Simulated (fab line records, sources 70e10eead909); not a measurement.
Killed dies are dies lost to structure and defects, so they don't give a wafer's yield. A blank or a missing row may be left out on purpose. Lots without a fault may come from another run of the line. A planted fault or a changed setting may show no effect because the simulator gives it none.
Chamber matching | flow nand_harc | NHARC_A_DECK1_JOINT_CMP_02 on cmp-04: 4 sister chambers
The step polishes SiOx. 14 wafers are shown with their chamber, then 7 later ones without.

WAFERS WITH THEIR CHAMBER
wafer  | chamber | motor_current_A (A) | slurry_filter_dp_kPa (kPa)
L814.3 | 3       | 11.4                | 13.55
L814.5 | 1       | 13.0                | 13.61
L814.6 | 0       | 11.1                | 13.31
L816.2 | 3       | 11.5                | 13.78
L816.3 | 1       | 12.9                | 13.39
L816.6 | 3       | 12.6                | 13.25
L821.1 | 2       | 11.1                | 13.57
L821.3 | 1       | 12.4                | 13.67
L821.6 | 2       | 12.2                | 13.68
L824.1 | 3       | 12.1                | 13.42
L824.2 | 1       | 12.3                | 13.17
L824.4 | 2       | 11.6                | 13.52
L826.2 | 1       | 12.7                | 13.76
L826.4 | 0       | 11.2                | 13.38

SIGNATURES (means of the wafers above)
reading              | chamber 0 | chamber 1 | chamber 2 | chamber 3 | scatter within a chamber
motor_current_A      | 11.150    | 12.660    | 11.633    | 11.900    | 0.439
slurry_filter_dp_kPa | 13.3450   | 13.5200   | 13.5900   | 13.5000   | 0.198
Rule: a wafer's distance from a chamber is the root of the sum, over the readings, of the square of ((its reading less the chamber's mean) divided by the reading's scatter). The wafer belongs to the nearest chamber; if the next one is less than 2 further off, it can't be placed. The scatter: the root of (the sum of the squares of (reading less its chamber's mean) over the shown wafers, divided by (wafers less chambers)).

WAFERS WITHOUT THEIR CHAMBER
wafer  | motor_current_A (A) | slurry_filter_dp_kPa (kPa)
L826.5 | 11.9                | 13.51
L835.1 | 12.6                | 13.73
L835.4 | 11.2                | 13.38
L835.5 | 12.5                | 13.67
L837.3 | 12.9                | 13.67
L837.4 | 12.4                | 13.60
L837.6 | 11.6                | 13.63

WHICH CHAMBER EACH WENT THROUGH
wafer  | from the rows above               | in truth
L826.5 | can't be placed: 3 or 2 or 1 or 0 | 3
L835.1 | can't be placed: 1 or 3 or 2      | 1
L835.4 | can't be placed: 0 or 2 or 3      | 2
L835.5 | can't be placed: 1 or 3 or 2      | 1
L837.3 | can't be placed: 1 or 3 or 2      | 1
L837.4 | can't be placed: 1 or 3 or 2      | 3
L837.6 | can't be placed: 2 or 3 or 0      | 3
Placed correctly: 0 of 7. Can't be placed from these rows: 7 (the true chamber is among the candidates in 7). Placed wrongly: 0.
